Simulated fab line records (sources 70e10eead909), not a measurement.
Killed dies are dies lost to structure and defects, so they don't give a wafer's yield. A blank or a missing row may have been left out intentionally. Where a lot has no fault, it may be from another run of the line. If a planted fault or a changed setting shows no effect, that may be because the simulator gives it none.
Which tool is to blame? ; flow nandHarc ; 12 lots, 36 wafers sampled, at 5 steps of a route of 1302

## WHAT THE GAUGES READ, wafer by wafer
NHARC_A_CONTACT_CD_MEAS_69: the cd target is 300 nm.
lot;measured;on;cdNm (nm)
L075;day 22 00:17;cdSem-03;299.1 299.3 299.3
L078;day 23 09:07;cdSem-02;300.0 299.5 300.3
L079;day 24 00:38;cdSem-03;299.8 300.3 300.9
L082;day 25 02:40;cdSem-02;300.4 299.3 300.2
L083;day 25 16:07;cdSem-01;299.7 299.7 300.6
L086;day 27 11:24;cdSem-01;299.9 300.4 300.6
L084;day 27 09:59;cdSem-01;300.1 299.8 300.1
L090;day 28 10:11;cdSem-02;300.2 299.9 299.7
L089;day 29 04:08;cdSem-03;299.9 299.9 300.1
L094;day 30 08:40;cdSem-03;300.4 300.8 300.3
L095;day 30 20:08;cdSem-03;299.7 300.0 299.4
L097;day 31 16:10;cdSem-03;299.6 299.4 299.8

## WHAT TOOL EACH LOT RAN ON (gives the tool, then ch and the chambers of the sampled wafers, and finally the start)
lot;NHARC_A_WL_FILL_ALD_00;NHARC_A_CONTACT_ETCH_114;NHARC_A_CONTACT_ETCH_119;NHARC_A_CONTACT_ETCH_123
L075;aldHk-03 ch 0,1,2, day 20 05:04;harCapEtch-03 ch 0,1, day 21 15:50;harCapEtch-03 ch 0,1, day 21 16:42;harCapEtch-03 ch 0,1, day 21 17:26
L078;aldHk-03 ch 0,1,2, day 21 16:56;harCapEtch-03 ch 0,1, day 23 01:00;harCapEtch-03 ch 0,1, day 23 01:51;harCapEtch-03 ch 0,1, day 23 02:32
L079;aldHk-03 ch 0,1,2, day 22 05:50;harCapEtch-02 ch 0,1, day 23 15:25;harCapEtch-02 ch 0,1, day 23 16:33;harCapEtch-02 ch 0,1, day 23 17:28
L082;aldHk-03 ch 0,1,2, day 23 14:18;harCapEtch-03 ch 0,1, day 24 17:11;harCapEtch-03 ch 0,1, day 24 18:03;harCapEtch-03 ch 0,1, day 24 18:47
L083;aldHk-04 ch 0,2,3, day 23 23:20;harCapEtch-02 ch 0,1, day 25 06:55;harCapEtch-02 ch 0,1, day 25 07:46;harCapEtch-02 ch 0,1, day 25 08:30
L086;aldHk-03 ch 0,3, day 25 19:55;harCapEtch-03 ch 0,1, day 27 02:27;harCapEtch-03 ch 0,1, day 27 03:35;harCapEtch-03 ch 0,1, day 27 04:30
L084;aldHk-03 ch 0,3, day 25 23:38;harCapEtch-01 ch 0,1, day 27 01:11;harCapEtch-01 ch 0,1, day 27 02:20;harCapEtch-01 ch 0,1, day 27 03:15
L090;aldHk-03 ch 0,3, day 26 14:54;harCapEtch-03 ch 0,1, day 27 22:59;harCapEtch-03 ch 0,1, day 27 23:50;harCapEtch-03 ch 0,1, day 28 00:31
L089;aldHk-03 ch 0,2,3, day 27 04:41;harCapEtch-01 ch 0,1, day 28 16:22;harCapEtch-01 ch 0,1, day 28 17:13;harCapEtch-01 ch 0,1, day 28 18:01
L094;aldHk-04 ch 0,2,3, day 28 22:17;harCapEtch-02 ch 0,1, day 30 00:46;harCapEtch-02 ch 0,1, day 30 01:37;harCapEtch-02 ch 0,1, day 30 02:18
L095;aldHk-02 ch 1,2,3, day 29 02:43;harCapEtch-03 ch 0, day 30 05:47;harCapEtch-03 ch 0, day 30 06:38;harCapEtch-03 ch 0, day 30 07:23
L097;aldHk-03 ch 0,1,3, day 29 21:50;harCapEtch-02 ch 0,1, day 31 04:53;harCapEtch-02 ch 0,1, day 31 06:02;harCapEtch-02 ch 0,1, day 31 06:57
- NHARC_A_WL_FILL_ALD_00: deposits Al2O3, target thk 3 nm, pulse time 3 s, ald cycles 30.
- NHARC_A_CONTACT_ETCH_114: etches the open film in C4F8/O2/Ar, time 190 s, target depth 1850 nm.
- NHARC_A_CONTACT_ETCH_119: etches the open film in C4F8/O2/Ar, time 190 s, target depth 1850 nm.
- NHARC_A_CONTACT_ETCH_123: etches the open film in C4F8/O2/Ar, time 490 s, target depth 2110 nm.

## THE ANSWER, worked out from the rows above alone
Rule: usual is defined by the lots themselves. Put in order of their means at a reading, lots are off if they are a third of the lots or fewer, leave a main group of 4 or more, and stand apart from it by a gap of 3 or more times the standard deviation of the main group's means; of several such gaps the widest counts. A main group whose means are all the same, to the digits that the tables above print for the reading, isn't used. A lot without any number at a reading at which 4 lots or more have one is off too. The other lots that the step has rows for count as sound.
Nothing can be told from this: no lot is off at any reading shown.

## WHAT THE SIMULATOR PUT IN
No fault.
